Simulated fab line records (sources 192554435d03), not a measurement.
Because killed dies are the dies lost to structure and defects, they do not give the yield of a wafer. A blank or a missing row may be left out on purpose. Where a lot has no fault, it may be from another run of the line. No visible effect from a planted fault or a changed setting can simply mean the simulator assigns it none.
Which of the tools did it?	flow n5 finfet	Sampling: 7 lots, 21 wafers, 3 of 1938 route steps

== WHAT EACH GAUGE READ, for each wafer ==
N5_FIN_SAQP_INSPECT_18: inspects for defects (brightfield).
lot	measured	on	raw defect count
L580	day 1 21:43	defect inspect-01	411 280 324
L588	day 4 00:13	defect inspect-02	343 317 484
L589	day 4 04:07	defect inspect-01	376 1654 289
L594	day 5 10:35	defect inspect-01	1839 414 408
L597	day 6 04:41	defect inspect-02	422 439 275
L598	day 6 11:01	defect inspect-02	524 291 577
L602	day 7 11:07	defect inspect-02	555 429 418

== WHAT TOOL EACH LOT RAN ON (gives the tool, then ch and the chambers of the sampled wafers, and finally the start) ==
lot	N5_FIN_SAQP_ALD_61	N5_FIN_SAQP_PECVD_47
L580	ald sin-04 ch 2,3, day 1 20:27	pecvd-01 ch 0,2, day 1 20:59
L588	ald sin-04 ch 0,1, day 3 22:53	pecvd-03 ch 1,2, day 3 23:30
L589	ald sin-04 ch 1,2,3, day 4 02:58	pecvd-03 ch 0,1,2, day 4 03:31
L594	ald sin-04 ch 0,1, day 5 09:18	pecvd-03 ch 0,2, day 5 09:52
L597	ald sin-02 ch 0,1, day 6 03:28	pecvd-04 ch 0,1, day 6 04:02
L598	ald sin-02 ch 0,1, day 6 09:40	pecvd-01 ch 1,2, day 6 10:14
L602	ald sin-01 ch 0,1,3, day 7 09:50	pecvd-03 ch 0,1,2, day 7 10:32
- N5_FIN_SAQP_ALD_61: deposits SiO2, target thk 4 nm, pulse time 1 s, purge time 2 s.
- N5_FIN_SAQP_PECVD_47: deposits a-Si from SiH4/He, target thk 45 nm, time 36.3 s.

== THE ANSWER, worked out from the rows above alone ==
Rule: the lots themselves supply what counts as usual. Put in order of their means at a reading, lots are off if they are a third of the lots or fewer, leave a main group of 4 or more, and stand apart from it by a gap of 3 or more times the standard deviation of the main group's means; of several such gaps the widest counts. A main group whose means are all the same, to the digits that the tables above print for the reading, isn't used. A lot without any number at a reading at which 4 lots or more have one is off too. Where the step has rows for the other lots, those lots are counted as sound.
Off: L589, L594 (N5_FIN_SAQP_INSPECT_18, raw defect count). The main group: mean 406, standard deviation 51.
If a tool, at a process step before that reading, ran all the lots that are off and no sound lot after the first of them, it fits. Gauges at N5_FIN_SAQP_INSPECT_18: tried the same way as those tools. This does not decide it: 2 tools fit, namely ald sin-04 at N5_FIN_SAQP_ALD_61 and defect inspect-01 at N5_FIN_SAQP_INSPECT_18.

== WHAT HAD BEEN PUT IN BY THE SIMULATOR ==
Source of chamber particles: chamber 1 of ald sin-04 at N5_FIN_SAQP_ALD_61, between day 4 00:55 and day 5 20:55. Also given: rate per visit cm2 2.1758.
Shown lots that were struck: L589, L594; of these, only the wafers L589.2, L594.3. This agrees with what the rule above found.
